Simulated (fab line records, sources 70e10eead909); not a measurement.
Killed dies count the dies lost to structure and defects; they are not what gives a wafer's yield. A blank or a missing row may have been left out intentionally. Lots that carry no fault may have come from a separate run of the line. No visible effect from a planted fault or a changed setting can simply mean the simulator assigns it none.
fab line records | flow nandHarc
record lots=5 | wafers=15 | lastDay=25
route steps=1159 shown A_ONON_D1@438 A_CHANNEL_HOLE_D1@450 END@1159
lots that met no fault: from a run of the same line without faults
startH: hours from the record's opening day to when the first of the lot's shown wafers began | waitH: hours elapsed since this lot's preceding step | " as in the row above | L1.1+2: several wafers, shown together as one row | - no value present, or no start provided | * or withheld: withheld | < > ~ a bound
route shown NAME@n: names a module that has steps shown in the file, with the first one's number in the route | usual: average and standard deviation across the fault-free wafers | same: alike in all rows | chamber/n: place in a boat | sites: per-site readings | _std_site: how widely they spread, as a standard deviation | _edge_site: the outer-site mean with the inner-site mean subtracted | radiusMm: for every site, how far away it sits from the centre of the wafer | mask NAME#n: copy n | behind: the tool/chamber that last shaped the wafer | hold: reason for holding the lot/hours on hold/outcome of the hold | device: which transistor (n, p or np) failed to switch | end of line: tests of these same wafers at the route's end | for a step that has no rows: nothing shown but its recipe | killed: dies that structure and defects cost at the first sort, which is not the same as the wafer's yield | map: shows each die of a wafer: x if killed, . if not, _ if none is there
set.NAME: the setting as run; set.NAME@STEP: as run at that earlier step | model.NAME: the simulator's own value behind a step, which no gauge read
lots at some steps of the route; a table a step, a row a wafer
services: from which hour (startH, from the record's first day; less than 0 if before it) a tool's chamber was out of use, for how many hours, and why
## steps
# step NHARC_A_ONON_D1_DEP_19
# recipe targetThkA=10000 | n2FlowSccm=2750 | n2oFlowSccm=2000 | nh3FlowSccm=500 | sih4FlowSccm=210 | tempC=400
# step NHARC_A_ONON_D1_DEP_22
# recipe targetThkA=10000 | n2FlowSccm=2750 | n2oFlowSccm=2000 | nh3FlowSccm=500 | sih4FlowSccm=210 | tempC=400
# step NHARC_A_ONON_D1_DEP_25
# recipe targetThkA=10000 | n2FlowSccm=2750 | n2oFlowSccm=2000 | nh3FlowSccm=500 | sih4FlowSccm=210 | tempC=400
# step NHARC_A_ONON_D1_DEP_28
# recipe targetThkA=10000 | n2FlowSccm=2750 | n2oFlowSccm=2000 | nh3FlowSccm=500 | sih4FlowSccm=210 | tempC=400
# step NHARC_A_ONON_D1_DEP_33
# recipe targetThkA=2000 | tempC=400 | pressureTorr=6.5 | rfW=900 | teosFlowSccm=161.4 | flowSccm=2650 | targetThkNm=200 | gas=O2 | material=SiO2
# step NHARC_A_CHANNEL_HOLE_D1_DEP_00
# recipe targetThkA=31000 | tempC=400 | material=aC
# usual throttleValvePct=35.001/0.0094
lot.wafer | tool      | chamber | startH | waitH | throttleValvePct
L911.3    | aclDep-01 | 0       | 188.14 | 2.0   | 34.995
L911.4    | "         | 0       | "      | "     | 34.995
L911.6    | "         | 0       | "      | "     | 34.977
L921.3    | aclDep-01 | 0       | 274.46 | 0.7   | 35.006
L921.4    | "         | 0       | "      | "     | 35.019
L921.5    | "         | 0       | "      | "     | 35.001
L920.1    | aclDep-01 | 0       | 277.30 | 0.1   | 34.999
L920.2    | "         | 0       | "      | "     | 34.986
L920.6    | "         | 0       | 278.88 | 1.6   | 34.997
L922.1    | aclDep-01 | 0       | 279.20 | 1.4   | 35.011
L922.4    | "         | 0       | "      | "     | 35.002
L922.6    | "         | 0       | "      | "     | 34.997
L931.3    | aclDep-02 | 0       | 296.33 | 2.4   | 35.001
L931.5    | "         | 0       | "      | "     | 34.998
L931.6    | "         | 0       | "      | "     | 35.006
# step NHARC_A_CHANNEL_HOLE_D1_DEP_01
# recipe targetThkA=1400 | targetThkNm=140 | tempC=400 | pressureTorr=3.5 | flowSccm=200 | rfW=350 | material=SiON
# step NHARC_A_CHANNEL_HOLE_D1_DEHYDRATE_02
# recipe tempC=150 | timeS=120
# step NHARC_A_CHANNEL_HOLE_D1_HMDS_03
# recipe timeS=30
# step NHARC_A_CHANNEL_HOLE_D1_COAT_36
# recipe tempC=260 | timeS=75
# step NHARC_A_CHANNEL_HOLE_D1_COAT_37
# recipe tempC=225 | timeS=65
# step NHARC_A_CHANNEL_HOLE_D1_COAT_04
# recipe spinRpm=1500 | resistThkNm=90
# step NHARC_A_CHANNEL_HOLE_D1_SOFTBAKE_05
# recipe tempC=105 | timeS=55
# step NHARC_A_CHANNEL_HOLE_D1_EBR_06
# step NHARC_A_CHANNEL_HOLE_D1_EXPOSE_07
# recipe na=1.35 | targetCdNm=100 | sigmaOuter=0.3 | doseMj=59.65 | maskId=HOLE_D1
# step NHARC_A_CHANNEL_HOLE_D1_PEB_08
# recipe pebTempC=100 | pebTimeS=65
# step NHARC_A_CHANNEL_HOLE_D1_DEVELOP_09
# recipe developTimeS=35 | devTempC=23
# step NHARC_A_CHANNEL_HOLE_D1_INSPECT_12
# usual rawDefectCount=6/3.3
lot.wafer | tool             | chamber | startH | waitH | rawDefectCount
L911.3    | defectInspect-01 | -       | 190.29 | 0.0   | 16
L911.4    | "                | -       | "      | "     | 6
L911.6    | "                | -       | "      | "     | 6
L921.3    | defectInspect-01 | -       | 276.48 | 0.0   | 594
L921.4    | "                | -       | "      | "     | 542
L921.5    | "                | -       | "      | "     | 570
L920.1    | defectInspect-01 | -       | 280.09 | 0.0   | 579
L920.2    | "                | -       | "      | "     | 565
L920.6    | "                | -       | "      | "     | 560
L922.1    | defectInspect-02 | -       | 281.97 | 0.0   | 550
L922.4    | "                | -       | "      | "     | 555
L922.6    | "                | -       | "      | "     | 549
L931.3    | defectInspect-01 | -       | 298.47 | 0.0   | 9
L931.5    | "                | -       | "      | "     | 7
L931.6    | "                | -       | "      | "     | 10
# step NHARC_A_CHANNEL_HOLE_D1_DESCUM_15
# recipe timeS=3 | o2FlowSccm=200 | arFlowSccm=0 | biasPowerW=0 | chemistry=O2
# step NHARC_A_CHANNEL_HOLE_D1_ETCH_38
# recipe targetDepthA=390 | overEtchFrac=0.3 | timeS=65 | ionEnergyEv=80 | cf4FlowSccm=150 | arFlowSccm=0 | rfW=300 | biasW=100 | chemistry=CF4
# step NHARC_A_CHANNEL_HOLE_D1_ETCH_39
# recipe targetDepthA=2600 | overEtchFrac=0.3 | timeS=325 | ionEnergyEv=200 | n2FlowSccm=150 | h2FlowSccm=150 | arFlowSccm=0 | rfW=400 | biasW=150 | chemistry=N2/H2
# step NHARC_A_CHANNEL_HOLE_D1_ETCH_34
# recipe targetDepthA=1540 | timeS=77 | cf4FlowSccm=100 | chf3FlowSccm=30 | arFlowSccm=0 | rfW=500 | biasW=200 | chemistry=CF4/CHF3
# step NHARC_A_CHANNEL_HOLE_D1_ETCH_16
# recipe targetDepthA=31000 | overEtchFrac=0.3 | timeS=806 | ionEnergyEv=150 | o2FlowSccm=400 | cosFlowSccm=20 | arFlowSccm=0 | rfW=500 | biasW=300 | chemistry=O2/COS
# step NHARC_A_CHANNEL_HOLE_D1_ETCH_19
# recipe biasV=1200 | sourceW=2500 | pressureMtorr=15 | timeS=34.5 | arFlowSccm=375 | c4f8FlowSccm=28.8 | o2FlowSccm=96.2 | tempC=-20 | targetDepthA=* | chemistry=C4F8/O2/Ar
# step NHARC_A_CHANNEL_HOLE_D1_ETCH_20
# recipe biasV=3000 | sourceW=withheld | pressureMtorr=20 | timeS=361.9 | arFlowSccm=375 | c4f8FlowSccm=89.3 | o2FlowSccm=35.7 | tempC=-20 | targetDepthA=16000 | chemistry=C4F8/O2/Ar
# step NHARC_A_CHANNEL_HOLE_D1_ETCH_21
# recipe biasV=3000 | sourceW=withheld | pressureMtorr=20 | timeS=514.3 | arFlowSccm=375 | c4f8FlowSccm=89.3 | o2FlowSccm=35.7 | tempC=-20 | targetDepthA=16000 | chemistry=C4F8/O2/Ar
# step NHARC_A_CHANNEL_HOLE_D1_ETCH_22
# recipe biasV=3000 | sourceW=withheld | pressureMtorr=20 | timeS=666.7 | arFlowSccm=375 | c4f8FlowSccm=89.3 | o2FlowSccm=35.7 | tempC=-20 | targetDepthA=16000 | chemistry=C4F8/O2/Ar
# step NHARC_A_CHANNEL_HOLE_D1_ETCH_23
# recipe biasV=5000 | sourceW=withheld | pressureMtorr=20 | timeS=819 | arFlowSccm=375 | c4f8FlowSccm=89.3 | o2FlowSccm=35.7 | tempC=-20 | targetDepthA=16000 | chemistry=C4F8/O2/Ar
# step NHARC_A_CHANNEL_HOLE_D1_ETCH_24
# recipe biasV=5000 | sourceW=withheld | pressureMtorr=20 | timeS=906.2 | arFlowSccm=375 | c4f8FlowSccm=93.8 | o2FlowSccm=31.2 | tempC=-20 | targetDepthA=15000 | chemistry=C4F8/O2/Ar
# step NHARC_A_CHANNEL_HOLE_D1_ETCH_25
# recipe biasV=5000 | sourceW=withheld | pressureMtorr=20 | timeS=1040.2 | arFlowSccm=375 | c4f8FlowSccm=93.8 | o2FlowSccm=31.2 | tempC=-20 | targetDepthA=15000 | chemistry=C4F8/O2/Ar
# step NHARC_A_CHANNEL_HOLE_D1_ETCH_26
# recipe biasV=300 | sourceW=2000 | pressureMtorr=30 | timeS=224.1 | arFlowSccm=375 | c4f8FlowSccm=11.4 | o2FlowSccm=113.6 | tempC=-20 | targetDepthA=3000 | chemistry=C4F8/O2/Ar
# step NHARC_A_CHANNEL_HOLE_D1_ETCH_33
# recipe biasV=400 | sourceW=2000 | pressureMtorr=25 | timeS=90 | arFlowSccm=375 | c4f8FlowSccm=41.7 | o2FlowSccm=83.3 | tempC=-20 | targetDepthA=4000 | chemistry=C4F8/O2/Ar
# step NHARC_A_CHANNEL_HOLE_D1_INSPECT_40
# usual rawDefectCount=66/21
lot.wafer | tool             | chamber | startH | waitH | rawDefectCount
L911.3    | defectInspect-01 | -       | 198.54 | -     | 44
L911.4    | "                | -       | "      | "     | 78
L911.6    | "                | -       | "      | "     | 88
L920.1    | defectInspect-01 | -       | 287.55 | -     | 601
L920.2    | "                | -       | "      | "     | 596
L920.6    | "                | -       | "      | "     | 605
L922.1    | defectInspect-01 | -       | 300.08 | -     | 603
L922.4    | "                | -       | "      | "     | 612
L922.6    | "                | -       | "      | "     | 634
L921.3    | defectInspect-01 | -       | 308.72 | -     | 662
L921.4    | "                | -       | "      | "     | 605
L921.5    | "                | -       | "      | "     | 633
L931.3    | defectInspect-02 | -       | 329.49 | -     | 40
L931.5    | "                | -       | "      | "     | 54
L931.6    | "                | -       | "      | "     | 68
# step NHARC_END_SORT_01
# recipe tempC=25
# usual killedAtArray=27/12 | killedAtOther=0.5/0.9 | killedAtPeriphery=3.7/2.7 | killedDies=31/12 | killedOpen=3.3/2 | killedShort=2.0/1.4
# same grossDies=677
lot.wafer | tool      | chamber | startH | waitH | killedAtArray | killedAtOther | killedAtPeriphery | killedDies | killedOpen | killedShort
L920.1    | prober-02 | 0       | 562.96 | 2.5   | 84            | 1             | 1                 | 86         | 4          | 1
L920.2    | prober-02 | 0       | 563.75 | 2.8   | 83            | 0             | 0                 | 83         | 2          | 1
L920.6    | prober-02 | 0       | 566.94 | 4.0   | 85            | 0             | 2                 | 87         | 3          | 0
L922.1    | prober-01 | 0       | 570.87 | 2.5   | 99            | 0             | 0                 | 99         | 4          | 1
L922.4    | prober-01 | 0       | 573.23 | 3.4   | 87            | 1             | 5                 | 93         | 2          | 3
L922.6    | prober-01 | 0       | 574.80 | 3.9   | 101           | 0             | 1                 | 102        | 3          | 1
L921.3    | prober-01 | 0       | 603.53 | 3.1   | 88            | 0             | 2                 | 90         | 0          | 3
L921.4    | prober-01 | 0       | 604.33 | 3.4   | 80            | 1             | 1                 | 82         | 0          | 2
L921.5    | prober-01 | 0       | 605.13 | 3.7   | 80            | 0             | 2                 | 82         | 3          | 3
# killed by level:class
L920.1 A_CHANNEL_HOLE_D1:unspecified=60 A_CHANNEL_HOLE_D1:chamberFilmFlake=13 A_CONTACT:chamberFilmFlake=3 P_GATE:geometricParticle:open=1 A_ONON_D1:geometricParticle:open=1 A_SGD_CUT:geometricParticle:open=1 A_WL_FILL:geometricParticle:short=1 A_CONTACT:geometricParticle:open=1
L920.2 A_CHANNEL_HOLE_D1:unspecified=63 A_CHANNEL_HOLE_D1:chamberFilmFlake=9 A_CONTACT:chamberFilmFlake=8 A_CONTACT:geometricParticle:open=2 A_CONTACT:geometricParticle:short=1
L920.6 A_CHANNEL_HOLE_D1:unspecified=60 A_CHANNEL_HOLE_D1:chamberFilmFlake=15 A_CONTACT:chamberFilmFlake=3 P_GATE:chamberFilmFlake=2 A_STAIRCASE:geometricParticle:open=1 A_CONTACT:geometricParticle:open=1 A_M0:geometricParticle:open=1 A_SLIT:chamberFilmFlake=1
L922.1 A_CHANNEL_HOLE_D1:unspecified=65 A_CHANNEL_HOLE_D1:chamberFilmFlake=19 A_M0:chamberFilmFlake=3 A_CHANNEL_FILL_D1:chamberFilmFlake=2 A_CONTACT:chamberFilmFlake=2 A_SOURCE_PLATE:geometricParticle:open=1 A_SGD_CUT:geometricParticle:open=1 A_SGD_CUT:geometricParticle:short=1
L922.4 A_CHANNEL_HOLE_D1:unspecified=61 A_CHANNEL_HOLE_D1:chamberFilmFlake=18 P_M1:chamberFilmFlake=4 A_M0:chamberFilmFlake=3 A_WL_FILL:geometricParticle:short=2 P_CONTACT:geometricParticle:open=1 A_BONDPAD:geometricParticle:short=1 STARTING-WAFER:geometricParticle:open=1
L922.6 A_CHANNEL_HOLE_D1:unspecified=71 A_CHANNEL_HOLE_D1:chamberFilmFlake=22 A_CONTACT:geometricParticle:open=2 A_STAIRCASE:chamberFilmFlake=2 A_WL_FILL:geometricParticle:short=1 A_BLC:geometricParticle:open=1 P_M1:chamberFilmFlake=1 A_CHANNEL_FILL_D1:chamberFilmFlake=1
L921.3 A_CHANNEL_HOLE_D1:unspecified=71 A_CONTACT:chamberFilmFlake=6 A_STAIRCASE:chamberFilmFlake=5 A_CHANNEL_HOLE_D1:chamberFilmFlake=4 P_M0:geometricParticle:short=2 A_SOURCE_PLATE:geometricParticle:short=1 A_WL_FILL:chamberFilmFlake=1
L921.4 A_CHANNEL_HOLE_D1:unspecified=66 A_CONTACT:chamberFilmFlake=7 A_CHANNEL_HOLE_D1:chamberFilmFlake=3 A_STAIRCASE:chamberFilmFlake=2 A_WL_FILL:geometricParticle:short=1 P_GATE:chamberFilmFlake=1 STARTING-WAFER:geometricParticle:short=1 A_ZERO_WELL:chamberFilmFlake=1
L921.5 A_CHANNEL_HOLE_D1:unspecified=61 A_CONTACT:chamberFilmFlake=6 A_CHANNEL_HOLE_D1:chamberFilmFlake=4 A_STAIRCASE:chamberFilmFlake=3 A_M0:geometricParticle:open=2 A_CHANNEL_FILL_D1:chamberFilmFlake=2 P_M0:geometricParticle:short=1 P_M2:geometricParticle:open=1
# map L920.6 (x killed, . not)
____________.____________
_________......._________
_______..........._______
______.x........x..______
_____......x........_____
____.............x...____
____x................____
___xx.x...............___
___xx.x...............___
__xxxx.................__
__xxxxx................__
_xxxxxx................._
_xxxxxx.x..............._
_xxxxxx................._
_xxxxxxx................_
_xxxxxx.x..............._
xxxxxxx............x.....
.xxxxx.x.................
.xxxxx...................
x.xxxx.x.................
..x.....x................
_....x...........x......_
_......................._
_......................._
_......................._
_......................._
__.....x...............__
__........xx...........__
___...................___
___................x..___
____.................____
____.................____
_____..............._____
______.............______
_______.....x....._______
_________......._________
____________.____________
# map L921.3 (x killed, . not)
____________.____________
_________.x....._________
_______..........._______
______.............______
_____.x.x..........._____
____.................____
____xx...............____
___...................___
___xxxx.....x.........___
__xxxxxx.x.x...........__
__xxxxx................__
_xxxxxx.x..............._
_xxxxxx................._
_xxxxxx................._
_xxxxxx................._
_xxxxxxx................_
xxxxxxxx.................
xxxxxx...................
.xxxxx...................
.xxx..x..................
...x.....................
_.......x..............._
_....x..............x..._
_...x..................._
_......x................_
_......x................_
__.....................__
__..........x..........__
___................xx.___
___..................x___
____.................____
____.................____
_____..............._____
______.........x...______
_______..........._______
_________......._________
____________.____________
## services
tool      | chamber | startH | hours | kind
aclDep-02 | -       | 170.32 | 13.0  | pm
aclDep-01 | -       | 293.53 | 13.0  | pm
## key
firstSign step=NHARC_A_CHANNEL_HOLE_D1_INSPECT_12 | reading=rawDefectCount | direction=up | sigmas=99+ | usual=6 | struck=563
effect step=NHARC_A_CHANNEL_HOLE_D1_INSPECT_40 | reading=rawDefectCount | direction=up | sigmas=26 | usual=66 | struck=617
effect step=NHARC_END_SORT_01 | reading=killedAtArray | direction=up | sigmas=5.2 | usual=27 | struck=87
moreKillsBornAt NHARC_A_CHANNEL_HOLE_D1_DEP_00@aclDep-01=578
metAt NHARC_A_CHANNEL_HOLE_D1_DEP_00
struckWafers L920.1,L920.2,L920.6,L921.3,L921.4,L921.5,L922.1,L922.4,L922.6
testerLeftOut L920,L921,L922
fault kind=chamberParticleSource | tool=aclDep-01 | chamber=- | onsetH=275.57 | steps=NHARC_A_CHANNEL_HOLE_D1_DEP_00 | ratePerVisitCm2=0.84954 | endH=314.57
# testerLeftOut: of these lots the tester's yield and bins aren't shown, on N5 and GAA mostly nor the transistor test; their killed dies are dies lost to structure and defects alone, not to doping, threshold or leakage, so they don't give the yield
